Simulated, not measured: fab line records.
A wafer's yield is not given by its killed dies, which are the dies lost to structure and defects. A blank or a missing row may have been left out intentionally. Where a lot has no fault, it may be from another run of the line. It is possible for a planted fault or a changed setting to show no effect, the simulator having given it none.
Which of the tools did it? | flow nand harc | 12 lots with 36 wafers sampled at 7 steps, on a route of 1302 steps

## WHAT THE GAUGES SHOWED, per wafer
NHARC_P_START_INSPECT_01.
lot  | measured     | on                | raw defect count
L872 | day 1 20:02  | defect inspect-01 | 2 3 3
L879 | day 4 18:02  | defect inspect-02 | 6 3 8
L880 | day 5 04:02  | defect inspect-01 | 2 5 7
L881 | day 5 14:02  | defect inspect-02 | 1 2 6
L884 | day 6 20:03  | defect inspect-01 | 3 3 5
L885 | day 7 06:02  | defect inspect-01 | 2 1 7
L886 | day 7 16:02  | defect inspect-02 | 5 3 5
L887 | day 8 02:02  | defect inspect-01 | 4 4 2
L891 | day 9 18:03  | defect inspect-01 | 2 1 3
L892 | day 10 04:02 | defect inspect-01 | 4 2 6
L893 | day 10 14:02 | defect inspect-02 | 4 1 3
L894 | day 11 00:02 | defect inspect-02 | 3 3 3

NHARC_P_STI_CD_MEAS_09: target cd 200 nm.
lot  | measured     | on        | cd nm (nm)
L872 | day 2 18:43  | cd sem-03 | 195.4 197.0 200.4
L879 | day 5 15:58  | cd sem-01 | 200.0 197.5 198.5
L880 | day 6 04:33  | cd sem-01 | 200.9 200.1 197.3
L881 | day 6 12:03  | cd sem-03 | 200.2 203.0 202.0
L884 | day 7 18:14  | cd sem-01 | 194.7 198.4 198.9
L885 | day 8 05:26  | cd sem-01 | 199.1 197.7 195.1
L886 | day 8 16:49  | cd sem-03 | 195.7 199.8 199.9
L887 | day 9 03:50  | cd sem-03 | 200.9 201.6 199.4
L891 | day 10 17:39 | cd sem-01 | 198.9 198.6 199.0
L892 | day 11 03:59 | cd sem-01 | 201.8 199.0 201.2
L893 | day 11 12:38 | cd sem-03 | 197.6 200.4 199.1
L894 | day 12 00:08 | cd sem-03 | 200.6 199.7 196.4

NHARC_P_STI_CD_MEAS_16.
lot  | measured     | on        | cd nm (nm)
L872 | day 2 19:26  | cd sem-03 | 194.1 196.8 200.8
L879 | day 5 16:42  | cd sem-03 | 198.8 196.5 197.3
L880 | day 6 05:17  | cd sem-01 | 200.6 199.7 196.7
L881 | day 6 12:44  | cd sem-03 | 199.2 202.8 202.5
L884 | day 7 18:58  | cd sem-01 | 194.3 197.5 199.5
L885 | day 8 06:10  | cd sem-03 | 197.1 196.5 193.8
L886 | day 8 17:32  | cd sem-03 | 196.6 200.4 199.4
L887 | day 9 04:31  | cd sem-01 | 201.5 201.7 199.2
L891 | day 10 18:21 | cd sem-03 | 199.1 198.2 198.4
L892 | day 11 04:40 | cd sem-03 | 200.7 199.0 201.3
L893 | day 11 13:20 | cd sem-01 | 197.4 200.9 198.8
L894 | day 12 00:50 | cd sem-03 | 200.1 200.0 195.0

NHARC_P_STI_OCD_MEAS_17.
lot  | measured     | on     | trench depth nm (nm) | trench foot cd nm (nm)
L872 | day 2 19:32  | ocd-02 | 301 304 305          | 153.0 154.6 157.5
L879 | day 5 16:47  | ocd-01 | 300 311 302          | 157.5 153.8 156.3
L880 | day 6 05:22  | ocd-01 | 303 301 293          | 158.8 157.8 156.6
L881 | day 6 12:50  | ocd-01 | 298 311 297          | 158.3 159.8 160.3
L884 | day 7 19:04  | ocd-01 | 307 309 305          | 151.6 154.8 156.4
L885 | day 8 06:16  | ocd-02 | 303 310 302          | 156.7 154.8 152.6
L886 | day 8 17:37  | ocd-01 | 0 0 0                | - - -
L887 | day 9 04:37  | ocd-02 | 0 0 0                | - - -
L891 | day 10 18:27 | ocd-02 | 298 301 298          | 157.4 156.3 157.2
L892 | day 11 04:46 | ocd-01 | 295 304 304          | 161.2 156.6 158.5
L893 | day 11 13:25 | ocd-02 | 300 305 296          | 155.3 158.0 157.5
L894 | day 12 00:56 | ocd-02 | 305 296 303          | 157.9 157.3 153.7

NHARC_P_STI_OCD_MEAS_43.
lot  | measured     | on     | trench depth nm (nm) | trench foot cd nm (nm)
L872 | day 2 20:02  | ocd-01 | 300 304 306          | 153.6 154.6 157.5
L879 | day 5 17:17  | ocd-02 | 301 311 302          | 158.1 154.0 156.3
L880 | day 6 05:53  | ocd-02 | 303 300 293          | 158.6 157.8 156.3
L881 | day 6 13:21  | ocd-02 | 298 311 297          | 158.5 159.1 160.8
L884 | day 7 19:34  | ocd-02 | 308 309 305          | 151.2 154.6 156.1
L885 | day 8 06:46  | ocd-01 | 304 309 303          | 156.7 154.5 152.5
L886 | day 8 18:08  | ocd-02 | 0 0 0                | - - -
L887 | day 9 05:07  | ocd-01 | 0 0 0                | - - -
L891 | day 10 18:58 | ocd-01 | 299 300 298          | 157.6 156.6 157.2
L892 | day 11 05:16 | ocd-02 | 295 304 303          | 160.2 156.4 158.5
L893 | day 11 13:56 | ocd-01 | 300 305 296          | 155.6 157.7 157.7
L894 | day 12 01:28 | ocd-01 | 305 297 304          | 157.9 158.3 154.0

NHARC_END_SORT_01.
lot  | measured     | on        | killed at array | killed at other | killed at periphery | killed dies | killed open | killed short
L886 | day 30 08:54 | prober-02 | 58 74 70        | 1 1 0           | 618 602 607         | 677 677 677 | 0 4 5       | 1 3 1
L887 | day 31 02:07 | prober-02 | 32 42 33        | 0 1 1           | 645 634 643         | 677 677 677 | 2 5 4       | 2 3 1

## WHAT TOOL EACH LOT RAN ON (gives the tool, then ch and the chambers of the sampled wafers, and finally the start)
lot  | NHARC_P_STI_ETCH_15
L872 | rie si-03 ch 0,1,3, day 2 19:18
L879 | rie si-03 ch 0,1,3, day 5 16:34
L880 | rie si-04 ch 1,2,3, day 6 05:05
L881 | rie si-03 ch 0,2,3, day 6 12:35
L884 | rie si-02 ch 0,1, day 7 18:49
L885 | rie si-02 ch 0,1, day 8 06:01
L886 | rie si-02 ch 1,2, day 8 17:20
L887 | rie si-03 ch 1,2, day 9 04:22
L891 | rie si-04 ch 2,3, day 10 18:12
L892 | rie si-03 ch 0,1,3, day 11 04:31
L893 | rie si-03 ch 0,1,2, day 11 13:10
L894 | rie si-03 ch 0,1,3, day 12 00:41
- NHARC_P_STI_ETCH_15: etches the open film in HBr/Cl2, target depth 300 nm, time 100.1 s.

## AS READ BY THE TOOLS THEMSELVES (means over the sampled wafers that have a number; for cases with no such wafer, the mark the record gives instead)
NHARC_P_STI_ETCH_15.
lot  | tool      | bias w (W) | chamber pressure mTorr (mTorr) | drypump motor current A (A) | oes product au (a.u.) | throttle valve pct (%)
L872 | rie si-03 | 99.9       | 15.003                         | 5.3                         | 1.006                 | 26.405
L879 | rie si-03 | 100.0      | 15.003                         | 5.3                         | 1.012                 | 26.397
L880 | rie si-04 | 100.1      | 14.984                         | 5.7                         | 0.995                 | 26.415
L881 | rie si-03 | 100.0      | 14.998                         | 5.5                         | 1.001                 | 26.405
L884 | rie si-02 | 100.3      | 14.988                         | 5.9                         | 1.015                 | 26.396
L885 | rie si-02 | 99.8       | 14.985                         | 5.9                         | 1.013                 | 26.405
L886 | rie si-02 | -          | -                              | -                           | -                     | -
L887 | rie si-03 | -          | -                              | -                           | -                     | -
L891 | rie si-04 | 100.2      | 15.000                         | 6.0                         | 0.997                 | 26.400
L892 | rie si-03 | 99.9       | 15.001                         | 5.3                         | 1.004                 | 26.410
L893 | rie si-03 | 100.1      | 15.004                         | 5.2                         | 0.999                 | 26.409
L894 | rie si-03 | 100.1      | 14.993                         | 5.3                         | 0.996                 | 26.411

## THE ANSWER, worked out from the rows above alone
Rule: the lots themselves supply what counts as usual. The widest of any qualifying gaps counts: lots, ordered by their means at a reading, are off when they make up no more than a third of the lots, leave a main group of 4 or more, and stand apart from it by 3 or more times the standard deviation of that group's means. The tables above print the reading to a certain number of digits; a main group whose means all agree to those digits is not used. A lot without any number at a reading at which 4 lots or more have one is off too. The other lots that the step has rows for count as sound. The gauges are gone through in route order, then the tools' own readings, and for those a lot's mean is taken as printed above. At the first step where some lot is off, the reading lying furthest off is the one used; lots without a number count as furthest.
Off at NHARC_P_STI_OCD_MEAS_17 (trench foot cd nm): L886, L887. Without a number there: L886, L887. Main group: mean 156.6 nm, sd 1.6.
A tool fits if, at a process step before that reading, it ran every lot that is off, and no sound lot after the first of them. The gauges at NHARC_P_STI_OCD_MEAS_17 aren't tried: what is off there is off at NHARC_P_STI_ETCH_15 too, on other tools, and a gauge's error can't cause that. Not one of the candidates tried fits.

## WHAT HAD BEEN PUT IN BY THE SIMULATOR
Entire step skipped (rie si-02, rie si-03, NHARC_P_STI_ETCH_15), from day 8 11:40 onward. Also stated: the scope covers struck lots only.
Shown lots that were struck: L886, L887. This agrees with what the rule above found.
